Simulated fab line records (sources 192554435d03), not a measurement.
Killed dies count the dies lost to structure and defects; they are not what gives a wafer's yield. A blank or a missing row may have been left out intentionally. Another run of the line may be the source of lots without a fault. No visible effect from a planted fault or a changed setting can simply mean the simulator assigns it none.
Chamber matching    flow n5-finfet    N5_WELL_APT_DESCUM_30 on rie-diel-04: 4 sister chambers
The step chemistry O2, time 7.9 s. 14 wafers are shown with their chamber, then 7 later ones without.

EACH WAFER AND ITS CHAMBER
wafer   chamber  drypump-motor-current-A (A)  rf-vpp-V (V)  rf-fwd-power-W (W)
L180.2  1        6.4                          240.1         49.42
L180.3  2        5.9                          240.3         49.42
L180.5  2        5.8                          241.4         49.43
L184.3  1        6.4                          242.0         49.60
L184.4  0        5.7                          243.1         49.78
L184.6  3        6.0                          245.1         49.79
L192.4  0        5.7                          243.6         49.85
L192.5  0        5.7                          242.5         49.76
L192.6  3        5.9                          245.1         50.12
L195.4  0        5.7                          241.7         49.86
L195.5  2        5.9                          241.0         49.77
L195.6  1        6.4                          244.2         49.59
L196.1  3        5.9                          244.9         49.91
L196.3  2        5.9                          241.1         49.50

SIGNATURES, as means of the wafers listed above
reading                  chamber 0  chamber 1  chamber 2  chamber 3  scatter within a chamber
drypump-motor-current-A  5.700      6.400      5.875      5.933      0.0376
rf-vpp-V                 242.725    242.100    240.950    245.033    1.05
rf-fwd-power-W           49.8125    49.5367    49.5300    49.9400    0.128
Rule: distance of a wafer from a chamber = root of the sum over the readings of ((wafer's reading minus chamber's mean) / reading's scatter) squared. If the next closest chamber is less than 2 further off than the closest, the wafer can't be placed; otherwise it belongs to the closest. The scatter: the root of (the sum of the squares of (reading less its chamber's mean) over the shown wafers, divided by (wafers less chambers)).

WAFERS WITH NO CHAMBER GIVEN
wafer   drypump-motor-current-A (A)  rf-vpp-V (V)  rf-fwd-power-W (W)
L196.6  6.4                          245.7         49.62
L197.1  5.9                          244.3         49.82
L197.5  5.9                          242.6         49.66
L197.6  6.4                          244.6         49.84
L198.1  5.9                          245.1         49.62
L198.2  6.4                          246.2         49.53
L198.6  6.4                          245.2         49.62

EACH ONE'S CHAMBER
wafer   from the rows above      in truth
L196.6  1                        1
L197.1  3                        3
L197.5  can't be placed: 2 or 3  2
L197.6  1                        1
L198.1  can't be placed: 3 or 2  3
L198.2  1                        1
L198.6  1                        1
Placed correctly: 5 of 7. Cannot be placed on the basis of these rows: 2; the candidates contain the true chamber in 2. 0 placed wrongly.
